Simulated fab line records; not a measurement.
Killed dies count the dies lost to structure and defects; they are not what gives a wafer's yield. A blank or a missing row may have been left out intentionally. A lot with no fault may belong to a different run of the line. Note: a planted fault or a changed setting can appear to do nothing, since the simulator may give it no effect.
fab line records -- flow n5_finfet
[record] lots = 6, wafers = 15, last_day = 13
route steps=1938 shown DUMMY_GATE@256 SPACER0@258 SD_EPI_N@262
lots that met no fault: taken from a fault-free run of the same line
start_h: hours from the record's first day to the start of the lot's first wafer shown -- wait_h: hours since the lot's step before -- " as in the row above -- L1.1+2: several wafers, shown together as one row -- - no value present, or no start provided -- * or withheld: withheld -- < > ~ a bound
route shown NAME@n: a module of which the file shows steps, and the number in the route of the first -- usual: mean/standard deviation of fault-free wafers -- same: alike in all rows -- chamber/n: place in a boat -- sites: the reading at each site -- _std_site: standard deviation across them -- _edge_site: the outer-site mean with the inner-site mean subtracted -- radius_mm: for every site, how far away it sits from the centre of the wafer -- mask NAME#n: copy n -- behind: the tool/chamber that last shaped the wafer -- hold: why the lot went on hold/how many hours it stayed there/how the hold came to an end -- device: names the non-switching transistor (n, p or np) -- end of line: the route-end tests of the same wafers -- a step without rows: its recipe alone -- killed: count of dies lost to structure and defects at first sort (not the wafer's yield) -- map: the dies of a wafer, with x for killed, . for not killed, _ for no die there
set.NAME: the setting that was run; set.NAME@STEP: the one run at that earlier step -- model.NAME: the simulator's own value behind a step, which no gauge read
lots at some steps of the route; a table a step, a row a wafer
services: a tool's chamber out of use, with start hour (start_h, from the record's first day; less than 0 if before it), hours out, and reason
[[steps]]
[step N5_DUMMY_GATE_UV_OZONE_45]
[recipe] time_s = 120, pressure_torr = 760, temp_c = 25
[step N5_DUMMY_GATE_INSPECT_27]
[recipe] inspect_instrument = brightfield, mode = aei
[usual] raw_defect_count = 285/69
lot.wafer,tool,chamber,start_h,wait_h,raw_defect_count
L945.1,defect_inspect-02,-,65.33,0.0,257
L945.2,defect_inspect-02,-,65.33,0.0,153
L947.4,defect_inspect-01,-,78.87,0.0,305
L947.5,defect_inspect-01,-,78.87,0.0,181
L948.2,defect_inspect-01,-,83.09,0.0,206
L948.6,defect_inspect-01,-,83.09,0.0,337
L952.1,defect_inspect-02,-,107.41,0.0,240
L952.4,defect_inspect-02,-,107.41,0.0,215
L952.5,defect_inspect-02,-,107.41,0.0,327
L962.1,defect_inspect-02,-,168.41,0.0,180
L962.2,defect_inspect-02,-,168.41,0.0,265
L962.5,defect_inspect-02,-,168.41,0.0,204
L963.1,defect_inspect-01,-,175.18,0.0,281
L963.3,defect_inspect-01,-,175.18,0.0,289
L963.4,defect_inspect-01,-,175.18,0.0,325
[step N5_SPACER0_ALD_07]
[recipe] material = SiNx, target_thk_a = 20, temp_c = 400, ald_precursor_family = SiH2I2, ald_co_reactant = N2/H2-plasma, pressure_torr = 2
[usual] heater_power_w = 824/54
lot.wafer,tool,chamber,start_h,wait_h,heater_power_w
L945.1,ald_sin-04,1,66.63,1.3,797
L945.2,ald_sin-04,0,66.63,1.3,850
L947.4,ald_sin-01,3,78.91,0.0,897
L947.5,ald_sin-01,1,78.91,0.0,728
L948.2,ald_sin-01,0,83.12,0.0,847
L948.6,ald_sin-01,0,83.12,0.0,825
L952.1,ald_sin-04,0,107.64,0.2,795
L952.4,ald_sin-04,2,107.64,0.2,766
L952.5,ald_sin-04,1,107.64,0.2,809
L962.1,ald_sin-02,1,169.13,0.7,801
L962.2,ald_sin-02,0,169.13,0.7,830
L962.5,ald_sin-02,1,169.13,0.7,820
L963.1,ald_sin-04,2,175.35,0.2,769
L963.3,ald_sin-04,3,175.35,0.2,927
L963.4,ald_sin-04,1,175.35,0.2,791
[step N5_SPACER0_ALD_00]
[recipe] material = SiOCN, target_thk_a = 35, temp_c = 400, ald_precursor_family = alkyl-aminosilane, ald_co_reactant = O2/N2-plasma, pulse_time_s = 3, purge_time_s = 2, co_reactant_purge_time_s = 2, ald_cycles = 58, pressure_torr = 2
[usual] heater_power_w = 824/55, precursor_pulse_height_rel = 0.998/0.019
[same] co_reactant_purge_time_s = 2, pulse_time_s = 3
lot.wafer,tool,chamber,start_h,wait_h,heater_power_w,precursor_pulse_height_rel
L945.1,ald_sin-04,1,66.78,0.1,823,1.014
L945.2,ald_sin-04,0,66.78,0.1,845,1.016
L947.4,ald_sin-01,3,79.06,0.1,895,1.009
L947.5,ald_sin-01,1,79.06,0.1,720,1.010
L948.2,ald_sin-01,0,83.28,0.1,816,1.014
L948.6,ald_sin-01,0,83.28,0.1,815,0.985
L952.1,ald_sin-04,0,107.79,0.1,780,0.980
L952.4,ald_sin-04,2,107.79,0.1,780,0.991
L952.5,ald_sin-04,1,107.79,0.1,811,0.987
L962.1,ald_sin-02,1,169.28,0.1,815,0.967
L962.2,ald_sin-02,0,169.28,0.1,817,0.991
L962.5,ald_sin-02,1,169.28,0.1,812,1.026
L963.1,ald_sin-04,2,175.50,0.1,767,0.982
L963.3,ald_sin-04,3,175.50,0.1,918,0.958
L963.4,ald_sin-04,1,175.50,0.1,812,1.003
[step N5_SPACER0_ALD_08]
[recipe] material = SiNx, target_thk_a = 20, temp_c = 400, ald_precursor_family = SiH2I2, ald_co_reactant = N2/H2-plasma, pressure_torr = 2
[usual] heater_power_w = 824/55
lot.wafer,tool,chamber,start_h,wait_h,heater_power_w
L945.1,ald_sin-04,1,67.04,0.1,816
L945.2,ald_sin-04,0,67.04,0.1,856
L947.4,ald_sin-01,3,79.32,0.1,926
L947.5,ald_sin-01,1,79.32,0.1,717
L948.2,ald_sin-01,0,83.53,0.1,825
L948.6,ald_sin-01,0,83.53,0.1,813
L952.1,ald_sin-04,0,108.05,0.1,780
L952.4,ald_sin-04,2,108.05,0.1,762
L952.5,ald_sin-04,1,108.05,0.1,817
L962.1,ald_sin-02,1,169.54,0.1,801
L962.2,ald_sin-02,0,169.54,0.1,799
L962.5,ald_sin-02,1,169.54,0.1,826
L963.1,ald_sin-04,2,175.76,0.1,761
L963.3,ald_sin-04,3,175.76,0.1,901
L963.4,ald_sin-04,1,175.76,0.1,824
[step N5_SPACER0_INSPECT_04]
[recipe] inspect_instrument = darkfield, mode = post_dep
[usual] raw_defect_count = 133/31
lot.wafer,tool,chamber,start_h,wait_h,raw_defect_count
L945.1,defect_inspect-01,-,67.20,0.1,131
L945.2,defect_inspect-01,-,67.20,0.1,106
L947.4,defect_inspect-01,-,79.47,0.1,108
L947.5,defect_inspect-01,-,79.47,0.1,84
L948.2,defect_inspect-02,-,83.69,0.1,97
L948.6,defect_inspect-02,-,83.69,0.1,141
L952.1,defect_inspect-01,-,108.21,0.1,121
L952.4,defect_inspect-01,-,108.21,0.1,132
L952.5,defect_inspect-01,-,108.21,0.1,134
L962.1,defect_inspect-02,-,169.70,0.1,113
L962.2,defect_inspect-02,-,169.70,0.1,157
L962.5,defect_inspect-02,-,169.70,0.1,135
L963.1,defect_inspect-01,-,175.91,0.1,138
L963.3,defect_inspect-01,-,175.91,0.1,172
L963.4,defect_inspect-01,-,175.91,0.1,171
[step N5_SD_EPI_N_COAT_32]
[recipe] resist = SOC, temp_c = 250, time_s = 60, spin_rpm = 1500, resist_thk_nm = 350
[step N5_SD_EPI_N_COAT_33]
[recipe] resist = SiARC, temp_c = 220, time_s = 60, spin_rpm = 1500, resist_thk_nm = 35
[step N5_SD_EPI_N_COAT_03]
[recipe] resist = CAR-ArF-block, spin_rpm = 1500, resist_thk_nm = 150
[step N5_SD_EPI_N_EBR_05]
[recipe] solvent = PGMEA, ebr_width_mm = 1.5
[step N5_SD_EPI_N_SOFTBAKE_04]
[recipe] temp_c = 110, time_s = 60, resist = CAR-ArF-block
[step N5_SD_EPI_N_EXPOSE_06]
[recipe] mask_id = SD_N_BLK, na = 1.35, source_shape = conventional, sigma_outer = 0.8, polarization = unpolarized, target_cd_nm = 120, dose_mj = 39.75
[step N5_SD_EPI_N_PEB_07]
[recipe] peb_temp_c = 110, peb_time_s = 60, resist = CAR-ArF-block
[usual] chill_plate_temp_C = 23.02/0.1, exhaust_pa = 45.0/0.91
lot.wafer,tool,chamber,start_h,wait_h,chill_plate_temp_C,exhaust_pa
L945.1,litho_track-05,0,67.53,0.1,22.77,44.1
L945.2,litho_track-05,0,67.53,0.1,22.92,43.0
L947.4,litho_track-05,0,79.68,0.0,22.95,46.3
L947.5,litho_track-05,0,79.68,0.0,22.89,45.4
L948.2,litho_track-01,0,83.90,0.0,23.04,44.9
L948.6,litho_track-01,0,83.90,0.0,23.16,45.6
L952.1,litho_track-02,0,108.42,0.1,22.99,45.7
L952.4,litho_track-02,0,108.42,0.1,23.01,45.8
L952.5,litho_track-02,0,108.42,0.1,23.01,44.9
L962.1,litho_track-05,-,169.91,0.1,-,-
L962.2,litho_track-05,-,169.91,0.1,-,-
L962.5,litho_track-05,-,169.91,0.1,-,-
L963.1,litho_track-01,-,176.25,0.1,-,-
L963.3,litho_track-01,-,176.25,0.1,-,-
L963.4,litho_track-01,-,176.25,0.1,-,-
[step N5_SD_EPI_N_DEVELOP_08]
[recipe] develop_time_s = 30, developer = TMAH, resist = CAR-ArF-block, dev_temp_c = 23, rinse_liquid = diw, dry = air_spin
[[services]]
tool,chamber,start_h,hours,kind
ald_sin-02,2,70.99,11.1,repair
ald_sin-04,-,85.53,14.0,pm
ald_sin-04,0,85.53,14.0,vent_cycle
ald_sin-04,1,85.53,14.0,vent_cycle
ald_sin-04,2,85.53,14.0,vent_cycle
ald_sin-04,3,85.53,14.0,vent_cycle
ald_sin-04,0,99.53,-,clean
ald_sin-04,1,99.53,-,clean
ald_sin-04,2,99.53,-,clean
ald_sin-04,3,99.53,-,clean
ald_sin-02,-,102.55,2.8,pm
litho_track-05,-,107.98,-,consumable_replace:filter
[[key]]
[first_sign] step = N5_SD_EPI_N_PEB_07, reading = tool_record, direction = missing
effect none on later readings
met_at N5_SD_EPI_N_PEB_07
struck_wafers L962.1,L962.2,L962.5,L963.1,L963.3,L963.4
later_rows_left_out L962.1,L962.2,L962.5,L963.1,L963.3,L963.4
sort_left_out L962.1,L962.2,L962.5,L963.1,L963.3,L963.4
tester_left_out L962,L963
onset_between 83.90 169.91
[fault] kind = skipped_step_whole, tool = litho_track-01,litho_track-05, chamber = -, onset_h = 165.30, steps = N5_SD_EPI_N_PEB_07, scope = struck_lots_only
// tester_left_out: of these lots the tester's yield and bins aren't shown, on N5 and GAA mostly nor the transistor test; their killed dies are dies lost to structure and defects alone, not to doping, threshold or leakage, so they don't give the yield
// sort_left_out: the simulated sort isn't trusted on such a fault, so these wafers' sort isn't shown, and their yield isn't known
// later_rows_left_out: the simulator's readings of these wafers behind a module that went badly wrong aren't trusted and aren't shown, but for the sort
